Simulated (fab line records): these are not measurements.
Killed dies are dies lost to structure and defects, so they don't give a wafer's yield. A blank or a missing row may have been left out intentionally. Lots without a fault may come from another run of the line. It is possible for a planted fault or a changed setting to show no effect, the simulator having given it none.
Split-lot trial || flow n5Finfet || route with 1938 steps; 7 lots, 21 wafers read

## THE SPLIT
At N5_BEOL_M9_ETCH_66 (etches SOC in N2/H2, target depth 80 nm, overetch 16 nm, time 120 s), the setting timeS was moved away from the recipe's 120 s on 9 of the 21 wafers read, by -19.9% to +13.8%. For the rest of the wafers, this setting stayed at what the recipe calls for.

Reading taken at the split's own step.

## THE READING
SiARC_of_BEOL_M9_COAT_64.thkNm (the simulator's own value, which no gauge read), in nm, at N5_BEOL_M9_ETCH_66 (etches SOC in N2/H2, target depth 80 nm, overetch 16 nm, time 120 s). There is no usual value for it anywhere in the file. Here, 12 wafers ran the recipe; their average is 6.4 nm with a standard deviation of 0.19 nm.

{"wafer": "L076.2", "tool, chamber at the split": "rieDiel-06, 1", "timeS as run, s": 136.6, "against the recipe": "+13.8%", "SiARC_of_BEOL_M9_COAT_64.thkNm, nm": 5.6, "against lot-mates on the recipe": -0.6}
{"wafer": "L076.5", "tool, chamber at the split": "rieDiel-06, 1", "timeS as run, s": 136.6, "against the recipe": "+13.8%", "SiARC_of_BEOL_M9_COAT_64.thkNm, nm": 5.6, "against lot-mates on the recipe": -0.6}
{"wafer": "L076.3", "tool, chamber at the split": "rieDiel-06, 0", "timeS as run, s": 120, "against the recipe": "recipe", "SiARC_of_BEOL_M9_COAT_64.thkNm, nm": 6.2, "against lot-mates on the recipe": "-"}
{"wafer": "L074.2", "tool, chamber at the split": "rieDiel-03, 1,1,2", "timeS as run, s": 120, "against the recipe": "recipe", "SiARC_of_BEOL_M9_COAT_64.thkNm, nm": 6.6, "against lot-mates on the recipe": "-"}
{"wafer": "L074.5", "tool, chamber at the split": "rieDiel-03, 1,1,2", "timeS as run, s": 120, "against the recipe": "recipe", "SiARC_of_BEOL_M9_COAT_64.thkNm, nm": 6.6, "against lot-mates on the recipe": "-"}
{"wafer": "L074.6", "tool, chamber at the split": "rieDiel-03, 1,1,2", "timeS as run, s": 120, "against the recipe": "recipe", "SiARC_of_BEOL_M9_COAT_64.thkNm, nm": 6.6, "against lot-mates on the recipe": "-"}
{"wafer": "L082.1", "tool, chamber at the split": "rieDiel-05, 1", "timeS as run, s": 102.8, "against the recipe": "-14.3%", "SiARC_of_BEOL_M9_COAT_64.thkNm, nm": 7.2, "against lot-mates on the recipe": "+0.6"}
{"wafer": "L082.3", "tool, chamber at the split": "rieDiel-05, 3", "timeS as run, s": 102.8, "against the recipe": "-14.3%", "SiARC_of_BEOL_M9_COAT_64.thkNm, nm": 7.4, "against lot-mates on the recipe": "+0.8"}
{"wafer": "L082.6", "tool, chamber at the split": "rieDiel-05, 0", "timeS as run, s": 120, "against the recipe": "recipe", "SiARC_of_BEOL_M9_COAT_64.thkNm, nm": 6.6, "against lot-mates on the recipe": "-"}
{"wafer": "L083.1", "tool, chamber at the split": "rieDiel-05, 2", "timeS as run, s": 120, "against the recipe": "recipe", "SiARC_of_BEOL_M9_COAT_64.thkNm, nm": 6.2, "against lot-mates on the recipe": "-"}
{"wafer": "L083.2", "tool, chamber at the split": "rieDiel-05, 3", "timeS as run, s": 120, "against the recipe": "recipe", "SiARC_of_BEOL_M9_COAT_64.thkNm, nm": 6.4, "against lot-mates on the recipe": "-"}
{"wafer": "L083.6", "tool, chamber at the split": "rieDiel-05, 3", "timeS as run, s": 120, "against the recipe": "recipe", "SiARC_of_BEOL_M9_COAT_64.thkNm, nm": 6.4, "against lot-mates on the recipe": "-"}
{"wafer": "L085.2", "tool, chamber at the split": "rieDiel-05, 3,0", "timeS as run, s": 134.2, "against the recipe": "+11.8%", "SiARC_of_BEOL_M9_COAT_64.thkNm, nm": 5.8, "against lot-mates on the recipe": -0.6}
{"wafer": "L085.6", "tool, chamber at the split": "rieDiel-05, 3,0", "timeS as run, s": 134.2, "against the recipe": "+11.8%", "SiARC_of_BEOL_M9_COAT_64.thkNm, nm": 5.8, "against lot-mates on the recipe": -0.6}
{"wafer": "L085.3", "tool, chamber at the split": "rieDiel-05, 1", "timeS as run, s": 120, "against the recipe": "recipe", "SiARC_of_BEOL_M9_COAT_64.thkNm, nm": 6.4, "against lot-mates on the recipe": "-"}
{"wafer": "L084.1", "tool, chamber at the split": "rieDiel-05, 2", "timeS as run, s": 96.11, "against the recipe": "-19.9%", "SiARC_of_BEOL_M9_COAT_64.thkNm, nm": 7.4, "against lot-mates on the recipe": "+1.0"}
{"wafer": "L084.5", "tool, chamber at the split": "rieDiel-05, 2", "timeS as run, s": 96.11, "against the recipe": "-19.9%", "SiARC_of_BEOL_M9_COAT_64.thkNm, nm": 7.2, "against lot-mates on the recipe": "+0.8"}
{"wafer": "L084.6", "tool, chamber at the split": "rieDiel-05, 1", "timeS as run, s": 120, "against the recipe": "recipe", "SiARC_of_BEOL_M9_COAT_64.thkNm, nm": 6.4, "against lot-mates on the recipe": "-"}
{"wafer": "L086.1", "tool, chamber at the split": "rieDiel-03, 0", "timeS as run, s": 105.2, "against the recipe": "-12.3%", "SiARC_of_BEOL_M9_COAT_64.thkNm, nm": 7.4, "against lot-mates on the recipe": "+1.1"}
{"wafer": "L086.2", "tool, chamber at the split": "rieDiel-03, 3", "timeS as run, s": 120, "against the recipe": "recipe", "SiARC_of_BEOL_M9_COAT_64.thkNm, nm": 6, "against lot-mates on the recipe": "-"}
{"wafer": "L086.3", "tool, chamber at the split": "rieDiel-03, 1", "timeS as run, s": 120, "against the recipe": "recipe", "SiARC_of_BEOL_M9_COAT_64.thkNm, nm": 6.6, "against lot-mates on the recipe": "-"}
Rows listing several chambers each stand for several wafers; the file does not say which wafer went through which chamber.

THE FIT
A straight line over all 21 wafers: SiARC_of_BEOL_M9_COAT_64.thkNm changes by -0.0544 nm for each +1% of timeS; r = -0.95; the points scatter about the line by 0.19 nm.
The same after taking each lot's own level away (the mean of its wafers on the recipe; 21 wafers): -0.0494 nm for each +1%; r = -0.95; scatter 0.16 nm.
The reading moves by 0.98 nm for the largest change in timeS, on that fit.
The lots' own levels span 6.20 to 6.60 nm, that is 2.1 times the standard deviation above.
Hence the slope depends on the lot-to-lot level, as the two fits are not the same.
Check: +1.01 nm against its lot-mates is what the line predicts for one of the wafers moved furthest among these (-19.9%) when that wafer is left out of the fit. It came out at +1 nm against them.

## ADDITIONAL SPLITS CARRIED BY THESE WAFERS
Note: prior to the reading, these wafers also went through further splits. Each is held against what the fit with the lots' levels taken away leaves over:
{"other split on the same wafers": "N5_BEOL_M6_TRENCH_ETCH_37 timeS", "wafers away from the commonest value": 5, "r with SiARC_of_BEOL_M9_COAT_64.thkNm (lot level and that fit taken away)": -0.02}
{"other split on the same wafers": "N5_BEOL_M6_ALD_77 aldCycles", "wafers away from the commonest value": 11, "r with SiARC_of_BEOL_M9_COAT_64.thkNm (lot level and that fit taken away)": "+0.21"}
{"other split on the same wafers": "N5_BEOL_M8_PECVD_70 tempC", "wafers away from the commonest value": 9, "r with SiARC_of_BEOL_M9_COAT_64.thkNm (lot level and that fit taken away)": "+0.01"}

## FILE'S OWN FIT
SiARC_of_BEOL_M9_COAT_64.thkNm changes by -0.0524 nm for each +1% of timeS, r = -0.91.
